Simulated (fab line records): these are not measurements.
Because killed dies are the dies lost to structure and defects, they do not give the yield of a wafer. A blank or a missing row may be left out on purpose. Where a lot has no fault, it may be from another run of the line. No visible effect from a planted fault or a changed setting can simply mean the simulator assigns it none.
Matching of chambers | flow n5_finfet | N5_BEOL_M12_VIA_ETCH_16 on rie_diel-06 has 4 sister chambers
The step etches SiOC in C4F8/O2/Ar, target depth 724.8 nm. 14 wafers are shown with their chamber, then 7 later ones without.

== WAFERS WITH THEIR CHAMBER ==
wafer  | chamber | drypump_motor_current_A (A) | showerhead_plenum_p_Torr (Torr) | throttle_valve_pct (%)
L074.1 | 2       | 5.4                         | 3.37                            | 24.15
L074.2 | 3       | 6.8                         | 3.52                            | 24.23
L074.3 | 0       | 5.6                         | 3.53                            | 24.30
L076.1 | 0       | 5.5                         | 3.53                            | 24.32
L076.2 | 3       | 6.8                         | 3.52                            | 24.23
L076.4 | 2       | 5.4                         | 3.36                            | 24.14
L085.3 | 2       | 5.4                         | 3.35                            | 24.18
L085.4 | 2       | 5.4                         | 3.35                            | 24.17
L085.5 | 0       | 5.5                         | 3.52                            | 24.35
L087.3 | 0       | 5.5                         | 3.52                            | 24.34
L087.5 | 2       | 5.4                         | 3.35                            | 24.17
L087.6 | 0       | 5.5                         | 3.52                            | 24.35
L089.1 | 1       | 5.3                         | 3.36                            | 23.89
L089.3 | 2       | 5.4                         | 3.35                            | 24.17

SIGNATURES (averages over the wafers above)
reading                  | chamber 0 | chamber 1 | chamber 2 | chamber 3 | scatter within a chamber
drypump_motor_current_A  | 5.520     | 5.300     | 5.400     | 6.800     | 0.0283
showerhead_plenum_p_Torr | 3.5240    | 3.3600    | 3.3550    | 3.5200    | 0.00686
throttle_valve_pct       | 24.3320   | 23.8900   | 24.1633   | 24.2300   | 0.0174
Rule: for each reading, subtract the chamber's mean from the wafer's reading, divide by that reading's scatter and square the result; add these up over the readings and take the root, which gives the wafer's distance from the chamber. The wafer belongs to the nearest chamber; if the next one is less than 2 further off, it can't be placed. How the scatter is found: for the shown wafers, subtract from each reading the mean of its chamber, square and add these, divide the total by (wafers less chambers), then take the root.

== WAFERS MISSING THEIR CHAMBER ==
wafer  | drypump_motor_current_A (A) | showerhead_plenum_p_Torr (Torr) | throttle_valve_pct (%)
L089.6 | 5.5                         | 3.51                            | 24.36
L091.1 | 5.4                         | 3.34                            | 24.19
L091.5 | 5.4                         | 3.34                            | 24.21
L091.6 | 5.4                         | 3.36                            | 23.88
L094.2 | 6.9                         | 3.49                            | 24.30
L094.4 | 5.4                         | 3.34                            | 24.19
L094.6 | 5.4                         | 3.34                            | 24.20

== WHICH CHAMBER EACH WENT THROUGH ==
wafer  | from the rows above | in truth
L089.6 | 0                   | 0
L091.1 | 2                   | 2
L091.5 | 2                   | 2
L091.6 | 1                   | 1
L094.2 | 3                   | 3
L094.4 | 2                   | 2
L094.6 | 2                   | 2
7 of 7 placed correctly. Can't be placed from these rows: 0. 0 placed wrongly.
